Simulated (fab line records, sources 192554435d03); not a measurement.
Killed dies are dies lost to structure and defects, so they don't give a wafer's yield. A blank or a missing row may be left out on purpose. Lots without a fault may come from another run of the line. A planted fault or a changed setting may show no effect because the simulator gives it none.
fab line records | flow n5_finfet
record lots=11 wafers=33 last_day=18
route steps=1938 shown BEOL_M6@1260 BEOL_M7@1279
lots that met no fault: from a run of the same line without faults
start_h: hours from the record's first day to the start of the lot's first wafer shown | wait_h: hours since the lot's step before | " the same as in the row above | L1.1+2: a row that stands for several wafers | - no value, or no start given | * or withheld: withheld | < > ~ a bound
route shown NAME@n: a module of which the file shows steps, and the number in the route of the first | usual: mean/standard deviation of fault-free wafers | same: alike in all rows | chamber/n: place in a boat | sites: the reading at each site | _std_site: their standard deviation | _edge_site: outer sites' mean less inner sites' | radius_mm: how far each site lies from the wafer's centre | mask NAME#n: copy n | behind: the tool/chamber that last shaped the wafer | hold: why the lot was held/for how many hours/how that ended | device: the transistor (n, p or np) that didn't switch | end of line: the same wafers' tests at the end of the route | a step without rows: its recipe alone | killed: dies lost to structure and defects at the first sort, not the wafer's yield | map: a wafer's dies, x killed, . not, _ none there
set.NAME: the setting as run; set.NAME@STEP: as run at that earlier step | model.NAME: the simulator's own value behind a step, which no gauge read
steps of the route over a sample of lots; a table a step, a row a wafer
services: from which hour (start_h, from the record's first day; less than 0 if before it) a tool's chamber was out of use, for how many hours, and why
## steps
# step N5_BEOL_M6_DEP_56
# recipe material=SiCN target_thk_a=100 temp_c=withheld precursor=3MS/NH3 pressure_torr=3 rf_w=202 time_s=17.5
# usual showerhead_plenum_p_Torr=3.669/0.012 throttle_valve_pct=8.9/0.34
# columns lot.wafer tool chamber start_h wait_h showerhead_plenum_p_Torr throttle_valve_pct
L684.1 pecvd-02 0 195.32 0.0 3.675 9.4
L684.4 " 2 " " 3.668 8.8
L684.6 " 0 " " 3.663 9.4
L685.2 pecvd-02 2 199.96 0.0 3.657 8.6
L685.3 " 1 " " 3.668 8.9
L685.6 " 0 " " 3.665 9.2
L686.1 pecvd-03 0 225.68 0.0 3.701 8.6
L686.3 " 0 " " 3.709 8.6
L686.6 " 0 " " 3.699 8.4
L689.1 pecvd-01 0 236.58 0.0 3.654 9.3
L689.5 " 2 " " 3.670 9.0
L689.6 " 1 " " 3.666 8.6
L690.1 pecvd-03 1 241.16 0.0 3.661 9.8
L690.3 " 0 " " 3.701 8.6
L690.5 " 0 " " 3.702 8.2
L695.1 pecvd-01 0 264.02 0.0 3.668 9.0
L695.3 " 1 " " 3.664 8.9
L695.5 " 0 " " 3.660 9.0
L703.3 pecvd-01 0 305.63 0.0 3.661 9.0
L703.5 " 0 " " 3.664 9.1
L703.6 " 2 " " 3.676 8.8
L702.1 pecvd-01 0 310.11 0.0 3.661 8.8
L702.2 " 2 " " 3.678 9.0
L702.5 " 0 " " 3.656 9.0
L705.2 pecvd-03 2 333.79 0.0 3.668 8.8
L705.5 " 2 " " 3.672 8.4
L705.6 " 1 " " 3.662 9.8
L707.2 pecvd-01 2 339.21 0.0 3.681 9.0
L707.3 " 0 " " 3.671 9.1
L707.6 " 2 " " 3.678 8.9
L706.4 pecvd-02 2 339.46 0.0 3.658 8.9
L706.5 " 0 " " 3.656 8.6
L706.6 " 1 " " 3.679 8.8
# step N5_BEOL_M7_DESCUM_16
# recipe chemistry=O2 time_s=7.9 source_power_w=50 bias_power_w=20 pressure_mtorr=20 rf_frequency_hz=2.712e+07 temp_c=40 resist=CAR-ArF o2_flow_sccm=225
# usual drypump_motor_current_A=5.7/0.48 oes_product_au=0.81/0.08 rf_vpp_V=243.0/1.3 showerhead_plenum_p_Torr=2.09/0.065 throttle_valve_pct=20.35/0.23
# columns lot.wafer tool chamber start_h wait_h drypump_motor_current_A oes_product_au rf_hours_counter_h rf_vpp_V showerhead_plenum_p_Torr throttle_valve_pct
L684.1 rie_diel-03 3 198.44 1.7 6.5 0.89 37 244.4 2.22 20.30
L684.4 " 0 " " 6.0 0.83 67 244.7 2.10 20.37
L684.6 " 2 " " 5.8 0.78 - 244.3 2.10 20.27
L685.2 rie_diel-01 1 203.20 0.0 5.4 0.86 41 243.3 2.05 20.04
L685.3 " 2 " " 5.3 0.90 28 242.5 2.06 20.28
L685.6 " 3 " " 6.0 0.85 - 242.8 2.12 20.33
L686.1 rie_diel-01 3 228.57 0.0 6.0 0.84 66 241.9 2.12 20.33
L686.3 " 0 " " 5.5 0.88 41 242.6 2.03 20.12
L686.6 " 1 " " 5.4 0.85 - 241.2 2.05 20.06
L689.1 rie_diel-05 2 239.11 0.1 5.0 0.84 84 243.8 2.02 20.40
L689.5 " 0 " " 5.1 0.70 - 242.3 2.01 20.46
L689.6 " 3 " " 5.8 0.72 - 243.6 2.18 20.86
L690.1 rie_diel-01 3 244.92 0.0 6.1 0.83 70 244.2 2.12 20.34
L690.3 " 2 " " 5.3 0.88 40 243.4 2.06 20.31
L690.5 " 0 " " 5.5 0.88 - 242.2 2.03 20.12
L695.1 rie_diel-05 2 267.25 0.0 5.0 0.83 93 241.6 2.02 20.42
L695.3 " 1 " " 5.9 0.99 7 244.5 2.14 19.95
L695.5 " 2 " " 5.0 0.83 - 241.7 2.02 20.41
L703.3 rie_diel-05 2 307.86 0.1 5.0 0.82 106 242.7 2.01 20.43
L703.5 " 0 " " 5.1 0.69 - 242.0 2.00 20.50
L703.6 " 1 " " 5.9 0.96 - 245.1 2.14 19.97
L702.1 rie_diel-01 3 311.53 0.2 6.1 0.80 92 242.8 2.11 20.36
L702.2 " 1 " " 5.4 0.82 73 241.1 2.04 20.10
L702.5 " 2 " " 5.2 0.85 - 242.2 2.05 20.34
L705.2 rie_diel-03 0 335.51 0.0 6.0 0.77 109 243.6 2.09 20.46
L705.5 " 1 " " 6.6 0.71 - 243.0 2.05 20.37
L705.6 " 0 " " 6.0 0.77 - 244.2 2.09 20.47
L707.2 rie_diel-05 1 343.25 0.0 6.0 0.93 31 243.9 2.13 20.00
L707.3 " 0 " " 5.1 0.67 233 241.5 2.00 20.53
L707.6 " 0 " " 5.1 0.66 - 241.7 2.00 20.52
L706.4 rie_diel-05 0 343.50 0.1 5.1 0.67 233 239.8 2.00 20.51
L706.5 " 0 " " 5.1 0.67 - 242.3 2.00 20.50
L706.6 " 1 " " 6.0 0.93 - 244.4 2.13 19.99
# step N5_BEOL_M7_ETCH_61
# recipe chemistry=CF4 target=SiARC target_depth_a=455 mask_material=CAR-ArF time_s=75.8 ion_energy_ev=80 pressure_mtorr=40 source_w=545 bias_w=36 Ar_flow_sccm=100 cf4_flow_sccm=100 ends=cleared
# usual drypump_motor_current_A=5.7/0.48 etch_rf_on_time_s=76.7/2.2 oes_product_au=0.68/0.067 rf_vpp_V=184.0/1.1 showerhead_plenum_p_Torr=2.13/0.066 throttle_valve_pct=15.50/0.25
# columns lot.wafer tool chamber start_h wait_h drypump_motor_current_A etch_rf_on_time_s oes_product_au rf_hours_counter_h rf_vpp_V showerhead_plenum_p_Torr throttle_valve_pct
L684.1 rie_diel-03 3 198.47 0.0 6.5 75.9 0.75 37 186.2 2.26 15.29
L684.4 " 0 " " 6.0 73.8 0.72 67 184.9 2.15 15.49
L684.6 " 2 " " 5.8 76.8 0.66 - 184.9 2.15 15.48
L685.2 rie_diel-01 1 203.23 0.0 5.4 79.4 0.71 41 182.8 2.11 15.28
L685.3 " 2 " " 5.3 76.5 0.76 28 183.8 2.08 15.20
L685.6 " 3 " " 6.0 75.6 0.72 - 183.5 2.19 15.57
L686.1 rie_diel-01 3 228.61 0.0 6.0 75.4 0.73 66 184.2 2.19 15.60
L686.3 " 0 " " 5.5 71.1 0.75 41 183.9 2.08 15.29
L686.6 " 1 " " 5.4 80.3 0.71 - 183.7 2.10 15.27
L689.1 rie_diel-05 2 239.15 0.0 5.0 76.7 0.71 84 184.9 2.07 15.53
L689.5 " 0 " " 5.2 77.2 0.60 - 182.9 2.04 15.56
L689.6 " 3 " " 5.8 80.9 0.59 - 183.8 2.22 16.01
L690.1 rie_diel-01 3 244.95 0.0 6.0 75.9 0.71 70 184.1 2.19 15.61
L690.3 " 2 " " 5.3 77.2 0.73 40 183.9 2.08 15.22
L690.5 " 0 " " 5.5 71.7 0.76 - 183.3 2.08 15.30
L695.1 rie_diel-05 2 267.29 0.0 5.0 75.5 0.71 93 183.0 2.06 15.54
L695.3 " 1 " " 5.9 76.7 0.82 7 185.9 2.18 15.09
L695.5 " 2 " " 5.0 75.8 0.70 - 182.3 2.06 15.55
L703.3 rie_diel-05 2 307.90 0.0 5.0 75.9 0.70 106 181.9 2.06 15.57
L703.5 " 0 " " 5.1 76.4 0.58 - 184.3 2.03 15.59
L703.6 " 1 " " 6.0 77.7 0.80 - 186.5 2.18 15.11
L702.1 rie_diel-01 3 311.56 0.0 6.0 76.3 0.68 92 182.9 2.18 15.65
L702.2 " 1 " " 5.4 80.2 0.68 73 184.4 2.10 15.32
L702.5 " 2 " " 5.3 75.6 0.72 - 183.0 2.07 15.27
L705.2 rie_diel-03 0 335.55 0.0 6.1 76.3 0.67 109 184.0 2.13 15.58
L705.5 " 1 " " 6.6 79.4 0.61 - 184.2 2.11 15.75
L705.6 " 0 " " 6.1 75.9 0.66 - 183.0 2.13 15.57
L707.2 rie_diel-05 1 343.28 0.0 5.9 76.2 0.78 31 184.8 2.18 15.13
L707.3 " 0 " " 5.1 77.5 0.58 233 183.3 2.03 15.63
L707.6 " 0 " " 5.1 77.8 0.58 - 185.0 2.03 15.61
L706.4 rie_diel-05 0 343.54 0.0 5.1 78.4 0.58 233 181.1 2.03 15.62
L706.5 " 0 " " 5.1 79.2 0.58 - 182.9 2.03 15.64
L706.6 " 1 " " 6.0 77.6 0.77 - 184.2 2.18 15.13
# step N5_BEOL_M7_COAT_64
# recipe resist=SiARC temp_c=220 time_s=60 spin_rpm=1500 resist_thk_nm=12
# usual spin_speed_rpm=1499.9/1.1
# columns lot.wafer tool chamber start_h wait_h spin_speed_rpm
L684.1 litho_track-02 0 199.03 - 1498.6
L684.4 " 0 " " 1500.1
L684.6 " 0 " " 1501.4
L685.2 litho_track-02 0 203.80 - 1500.0
L685.3 " 0 " " 1500.5
L685.6 " 0 " " 1500.0
L686.1 litho_track-02 0 233.52 - 1499.7
L686.3 " 0 " " 1498.5
L686.6 " 0 " " 1497.9
L689.1 litho_track-01 0 243.18 - 1498.1
L689.5 " 0 " " 1498.4
L689.6 " 0 " " 1499.5
L690.1 litho_track-05 0 245.56 - 1498.0
L690.3 " 0 " " 1497.2
L690.5 " 0 " " 1499.8
L695.1 litho_track-01 0 267.95 - 1500.4
L695.3 " 0 " " 1499.6
L695.5 " 0 " " 1499.7
L703.3 litho_track-02 0 308.89 - 1430.5
L703.5 " 0 " " 1429.6
L703.6 " 0 " " 1428.7
L702.1 litho_track-02 0 312.49 - 1430.1
L702.2 " 0 " " 1430.5
L702.5 " 0 " " 1432.1
L705.2 litho_track-05 0 342.06 - 1499.0
L705.5 " 0 " " 1500.1
L705.6 " 0 " " 1502.1
L707.2 litho_track-01 0 344.18 - 1499.3
L707.3 " 0 " " 1499.9
L707.6 " 0 " " 1500.3
L706.4 litho_track-05 0 344.18 - 1500.0
L706.5 " 0 " " 1498.9
L706.6 " 0 " " 1499.1
## services
# columns tool chamber start_h hours kind
rie_diel-05 - 183.76 15.6 pm
litho_track-01 - 200.60 - consumable_replace:filter
rie_diel-05 0 200.72 8.9 repair
pecvd-03 2 202.38 - clean
pecvd-03 2 202.38 - consumable_replace:showerhead
pecvd-03 2 202.38 29.0 scheduled_down
pecvd-03 2 202.38 29.0 vent_cycle
rie_diel-05 1 203.12 7.6 repair
rie_diel-05 1 211.16 - clean
rie_diel-05 1 211.16 - consumable_replace:focus_ring
rie_diel-05 1 211.16 31.8 scheduled_down
rie_diel-05 1 211.16 31.8 vent_cycle
rie_diel-05 3 215.05 2.0 repair
pecvd-02 0 226.95 - clean
pecvd-02 0 226.95 29.5 scheduled_down
pecvd-03 - 227.45 0.9 repair
rie_diel-03 3 256.81 3.9 repair
pecvd-02 - 266.68 5.9 repair
pecvd-03 2 281.80 4.3 repair
pecvd-03 - 307.84 0.5 repair
pecvd-03 0 320.29 13.8 repair
pecvd-02 - 332.83 0.4 repair
pecvd-01 - 333.72 1.4 repair
rie_diel-01 0 339.95 5.7 repair
## key
first_sign step=N5_BEOL_M7_COAT_64 reading=spin_speed_rpm direction=down sigmas=66 usual=* struck=*
effect none on later readings
met_at N5_BEOL_M7_COAT_64
struck_lots L702,L703
baseline_loss step=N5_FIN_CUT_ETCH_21 wafers=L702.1
not_acting_at N5_BEOL_M6_DEP_56,N5_BEOL_M7_DESCUM_16,N5_BEOL_M7_ETCH_61
onset_between 233.52 308.89
fault kind=process_parameter_drift tool=litho_track-02 chamber=- onset_h=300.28 steps=N5_BEOL_M7_COAT_64 channel=spin_rpm offset=* shape=step end_h=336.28 acts_in=* stated=*
# baseline_loss: these wafers lose ten dies or more at that step, a loss of the line's own and not of a fault; the sort's usual values leave them out
